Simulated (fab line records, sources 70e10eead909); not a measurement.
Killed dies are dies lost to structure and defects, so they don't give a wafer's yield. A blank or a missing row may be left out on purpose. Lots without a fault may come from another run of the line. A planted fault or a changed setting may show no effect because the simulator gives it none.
Which tool did it? | flow nand_harc | 14 lots, 42 wafers sampled, at 5 steps of a route of 1302

WHAT THE GAUGES READ, wafer by wafer
NHARC_P_GATE_CD_MEAS_11: target cd 1640 nm.
lot  | measured     | on        | cd_nm (nm)
L143 | day 4 16:46  | cd_sem-03 | 1643.3 1644.3 1643.6
L146 | day 5 10:40  | cd_sem-01 | 1644.9 1639.9 1637.7
L147 | day 5 23:47  | cd_sem-03 | 1642.4 1640.7 1640.2
L148 | day 6 11:23  | cd_sem-01 | 1638.8 1638.7 1643.4
L150 | day 7 08:33  | cd_sem-02 | 1641.2 1643.6 1643.8
L152 | day 7 21:25  | cd_sem-03 | 1634.7 1638.8 1638.4
L156 | day 9 19:53  | cd_sem-03 | 1639.8 1643.4 1640.9
L157 | day 10 11:24 | cd_sem-03 | 1639.8 1639.5 1638.0
L158 | day 10 11:33 | cd_sem-03 | 1642.2 1644.1 1638.7
L160 | day 11 08:14 | cd_sem-01 | 1643.6 1640.0 1641.6
L162 | day 12 05:58 | cd_sem-01 | 1640.0 1644.1 1643.6
L163 | day 12 20:01 | cd_sem-03 | 1645.1 1646.2 1641.5
L165 | day 13 14:46 | cd_sem-03 | 1646.2 1639.1 1639.9
L166 | day 14 07:20 | cd_sem-03 | 1642.3 1638.4 1644.0

NHARC_P_GATE_INSPECT_28.
lot  | measured     | on                | raw_defect_count
L143 | day 5 08:48  | defect_inspect-01 | 10 7 3
L146 | day 6 01:46  | defect_inspect-01 | 4 4 5
L147 | day 6 17:43  | defect_inspect-02 | 8 6 8
L148 | day 7 04:10  | defect_inspect-01 | 6 10 2
L150 | day 7 23:58  | defect_inspect-02 | 8 4 6
L152 | day 8 13:29  | defect_inspect-01 | 8 8 4
L156 | day 10 12:55 | defect_inspect-01 | 2 5 9
L157 | day 11 02:47 | defect_inspect-01 | 3 7 5
L158 | day 11 03:16 | defect_inspect-01 | 6 10 4
L160 | day 11 22:38 | defect_inspect-02 | 12 5 3
L162 | day 12 22:18 | defect_inspect-01 | 6 3 3
L163 | day 13 10:16 | defect_inspect-01 | 4 7 9
L165 | day 14 11:26 | defect_inspect-01 | 4 5 6
L166 | day 14 21:16 | defect_inspect-01 | 9 11 11

NHARC_P_GATE_CD_MEAS_46: target cd 720 nm.
lot  | measured     | on        | cd_nm (nm)
L143 | day 5 20:45  | cd_sem-03 | 720.8 723.1 723.2
L146 | day 6 13:33  | cd_sem-01 | 722.6 720.0 716.4
L147 | day 7 07:40  | cd_sem-02 | 717.1 721.2 718.4
L148 | day 7 15:56  | cd_sem-03 | 723.6 726.2 722.9
L150 | day 8 11:53  | cd_sem-01 | 717.2 722.8 721.4
L152 | day 9 04:12  | cd_sem-02 | 722.3 717.8 720.7
L156 | day 11 00:49 | cd_sem-03 | 719.5 718.8 720.8
L157 | day 11 14:38 | cd_sem-02 | 719.8 720.6 717.7
L158 | day 11 15:08 | cd_sem-02 | 715.5 714.6 716.5
L160 | day 12 10:32 | cd_sem-01 | 717.5 718.6 720.5
L162 | day 13 10:15 | cd_sem-02 | 723.1 719.9 724.4
L163 | day 13 22:11 | cd_sem-03 | 720.0 725.2 721.3
L165 | day 14 23:25 | cd_sem-03 | 723.0 723.7 723.7
L166 | day 15 09:08 | cd_sem-03 | 718.6 721.1 720.8

NHARC_END_SORT_01.
lot  | measured     | on        | killed_at_array | killed_at_other | killed_at_periphery | killed_dies | killed_open | killed_short
L146 | day 25 11:32 | prober-01 | 18 24 25        | 0 1 1           | 0 2 0               | 18 27 26    | 0 1 1       | 3 1 4
L148 | day 25 18:37 | prober-02 | 53 68 73        | 0 0 0           | 4 0 0               | 57 68 73    | 3 1 2       | 0 2 2
L156 | day 30 07:37 | prober-01 | 54 64 49        | 1 1 1           | 4 6 5               | 59 71 55    | 1 6 5       | 1 3 4
L157 | day 29 23:02 | prober-01 | 47 41           | 1 0             | 2 4                 | 50 45       | 2 4         | 2 0
L158 | day 29 22:18 | prober-02 | 58 64 58        | 2 1 3           | 4 6 1               | 64 71 62    | 2 3 1       | 7 3 0
L160 | day 31 15:01 | prober-02 | 73 75 59        | 0 2 2           | 9 7 1               | 82 84 62    | 7 1 2       | 1 3 3

WHICH TOOL RAN EACH LOT (tool, then ch and the chambers of the sampled wafers, then the start)
lot  | NHARC_P_GATE_PEB_44
L143 | litho_track-02 ch 0, day 5 20:40
L146 | litho_track-03 ch 0, day 6 13:28
L147 | litho_track-07 ch 0, day 7 07:34
L148 | litho_track-02 ch 0, day 7 15:51
L150 | litho_track-03 ch 0, day 8 11:48
L152 | litho_track-07 ch 0, day 9 04:07
L156 | litho_track-02 ch 0, day 11 00:43
L157 | litho_track-02 ch 0, day 11 14:33
L158 | litho_track-02 ch 0, day 11 15:02
L160 | litho_track-03 ch 0, day 12 10:27
L162 | litho_track-03 ch 0, day 13 10:10
L163 | litho_track-03 ch 0, day 13 22:05
L165 | litho_track-02 ch 0, day 14 23:19
L166 | litho_track-07 ch 0, day 15 09:02
- NHARC_P_GATE_PEB_44: peb time 85 s.

WHAT THE TOOLS THEMSELVES READ (means of the sampled wafers that have a number; where no wafer has one, the mark that the record gives instead)
NHARC_P_GATE_PEB_44.
lot  | tool           | heater_power_total_W (W) | plate_temp_C (C)
L143 | litho_track-02 | 163.90                   | 118.17
L146 | litho_track-03 | 163.97                   | 118.14
L147 | litho_track-07 | 164.25                   | 117.92
L148 | litho_track-02 | 163.80                   | 117.91
L150 | litho_track-03 | 164.08                   | 118.10
L152 | litho_track-07 | 163.99                   | 118.14
L156 | litho_track-02 | 159.46                   | 115.47
L157 | litho_track-02 | 159.43                   | 115.53
L158 | litho_track-02 | 159.59                   | 115.45
L160 | litho_track-03 | 163.79                   | 117.86
L162 | litho_track-03 | 163.79                   | 118.03
L163 | litho_track-03 | 163.93                   | 117.99
L165 | litho_track-02 | 163.72                   | 118.00
L166 | litho_track-07 | 163.98                   | 117.95

THE ANSWER, worked out from the rows above alone
Rule: what is usual is taken from the lots themselves. Put in order of their means at a reading, lots are off if they are a third of the lots or fewer, leave a main group of 4 or more, and stand apart from it by a gap of 3 or more times the standard deviation of the main group's means; of several such gaps the widest counts. A main group whose means are all the same, to the digits that the tables above print for the reading, isn't used. A lot without any number at a reading at which 4 lots or more have one is off too. The other lots that the step has rows for count as sound. The gauges are gone through in route order, then the tools' own readings, and for those a lot's mean is taken as printed above. The first step at which some lot is off is used, and at that step the reading that is off furthest; a lot without a number counts as furthest.
Off: L156, L157, L158, at NHARC_P_GATE_PEB_44 (heater_power_total_W). The main group: mean 163.93 W, standard deviation 0.15.
A tool fits if, at that step or a process step before it, it ran every lot that is off, and no sound lot after the first of them. None of those tried fits.

WHAT THE SIMULATOR HAD PUT IN
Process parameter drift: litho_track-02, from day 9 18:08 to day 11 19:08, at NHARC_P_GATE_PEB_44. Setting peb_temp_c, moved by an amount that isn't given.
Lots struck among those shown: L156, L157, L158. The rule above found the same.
